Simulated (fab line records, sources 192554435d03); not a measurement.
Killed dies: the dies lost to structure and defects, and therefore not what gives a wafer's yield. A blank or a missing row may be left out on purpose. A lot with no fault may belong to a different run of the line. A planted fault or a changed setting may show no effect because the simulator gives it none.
Chamber matching ; flow n5Finfet ; N5_BEOL_M3_ALD_84 on aldMetal-02: 4 sister chambers
The step deposits TaN, pulse time 2 s, purge time 3 s, co reactant purge time 2 s. 16 wafers are shown with their chamber, then 8 later ones without.

WAFERS WITH THEIR CHAMBER
wafer;chamber;heaterPowerOuterW (W);heaterPowerW (W);precursorVesselTempC (C)
L077.1;3;285;488;74.81
L077.5;1;212;398;75.09
L077.6;0;251;437;74.82
L079.1;2;209;371;74.89
L079.2;0;254;434;75.10
L079.3;3;277;484;74.93
L080.1;1;213;380;74.98
L080.2;0;249;438;74.98
L080.4;0;254;438;75.02
L083.1;1;213;390;74.97
L083.3;3;280;474;74.96
L083.5;0;260;422;75.04
L084.3;1;209;395;75.02
L084.5;3;277;478;74.97
L084.6;1;214;390;74.86
L086.2;1;206;395;75.02

SIGNATURES (averages over the wafers above)
reading;chamber 0;chamber 1;chamber 2;chamber 3;scatter within a chamber
heaterPowerOuterW;253.60;211.17;209.00;279.75;3.64
heaterPowerW;433.80;391.33;371.00;481.00;6.48
precursorVesselTempC;74.9920;74.9900;74.8900;74.9175;0.0866
Rule: for a wafer and a chamber, the distance is found by dividing, reading by reading, the gap between the wafer's reading and the chamber's mean by the reading's scatter, squaring, summing and taking the root. The wafer belongs to the nearest chamber; if the next one is less than 2 further off, it can't be placed. The scatter: take each reading less its chamber's mean, square it, sum over the shown wafers, divide by the number of wafers less the number of chambers, and take the root.

WAFERS MISSING THEIR CHAMBER
wafer;heaterPowerOuterW (W);heaterPowerW (W);precursorVesselTempC (C)
L086.3;274;483;74.88
L086.5;285;477;74.93
L088.1;211;390;75.01
L088.3;261;436;74.64
L088.6;280;482;75.25
L092.3;256;445;74.74
L092.4;253;439;74.94
L092.5;281;481;75.23

WHICH CHAMBER EACH ONE RAN IN
wafer;from the rows above;in truth
L086.3;3;3
L086.5;3;3
L088.1;1;1
L088.3;0;0
L088.6;3;3
L092.3;0;0
L092.4;0;0
L092.5;3;3
Correct placement for 8 of the 8. Can't be placed from these rows: 0. Number placed wrongly: 0.
